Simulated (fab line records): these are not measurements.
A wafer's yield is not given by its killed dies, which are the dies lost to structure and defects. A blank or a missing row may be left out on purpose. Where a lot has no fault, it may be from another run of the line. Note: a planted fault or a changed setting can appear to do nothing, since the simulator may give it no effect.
Chamber matching :: flow nand_harc :: 4 sister chambers for NHARC_A_STAIRCASE_TRIM_229 on rie_diel-08
The step chemistry O2, time 211.2 s. 4 wafers are shown with their chamber, then 11 later ones without.

## EACH WAFER AND ITS CHAMBER
wafer: L084.2
chamber: 0
drypump_motor_current_A (A): 5.8

wafer: L086.3
chamber: 3
drypump_motor_current_A (A): 6.4

wafer: L086.4
chamber: 1
drypump_motor_current_A (A): 5.5

wafer: L088.1
chamber: 2
drypump_motor_current_A (A): 5.9

## WAFERS WITH NO CHAMBER GIVEN
wafer: L088.5
drypump_motor_current_A (A): 5.5

wafer: L088.6
drypump_motor_current_A (A): 6.0

wafer: L092.2
drypump_motor_current_A (A): 5.8

wafer: L092.3
drypump_motor_current_A (A): 5.4

wafer: L092.5
drypump_motor_current_A (A): 6.3

wafer: L094.2
drypump_motor_current_A (A): 5.7

wafer: L094.3
drypump_motor_current_A (A): 5.9

wafer: L094.5
drypump_motor_current_A (A): 5.9

wafer: L096.1
drypump_motor_current_A (A): 6.4

wafer: L096.3
drypump_motor_current_A (A): 5.5

wafer: L096.4
drypump_motor_current_A (A): 5.8

## THE CHAMBER EACH PASSED THROUGH
wafer: L088.5
from the rows above: 1
in truth: 1

wafer: L088.6
from the rows above: can't be placed: 2 or 0
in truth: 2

wafer: L092.2
from the rows above: can't be placed: 0 or 2
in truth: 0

wafer: L092.3
from the rows above: 1
in truth: 1

wafer: L092.5
from the rows above: 3
in truth: 3

wafer: L094.2
from the rows above: can't be placed: 0 or 1 or 2
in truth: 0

wafer: L094.3
from the rows above: can't be placed: 2 or 0
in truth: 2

wafer: L094.5
from the rows above: can't be placed: 2 or 0
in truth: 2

wafer: L096.1
from the rows above: 3
in truth: 3

wafer: L096.3
from the rows above: 1
in truth: 1

wafer: L096.4
from the rows above: can't be placed: 0 or 2
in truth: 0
5 of 11 placed correctly. Can't be placed from these rows: 6 (the true chamber is among the candidates in 6). Placed wrongly: 0.
How it was worked out, from the rows above alone: a wafer's distance from a chamber is the root of the sum, over the readings, of the square of ((its reading less the chamber's mean) divided by the reading's scatter). The wafer belongs to the nearest chamber; if the next one is less than 2 further off, it can't be placed. Each chamber's mean is taken over the wafers shown for it. The scatter: root of mean squared gap, hidden wafer to nearest shown wafer, with one shown wafer a chamber.
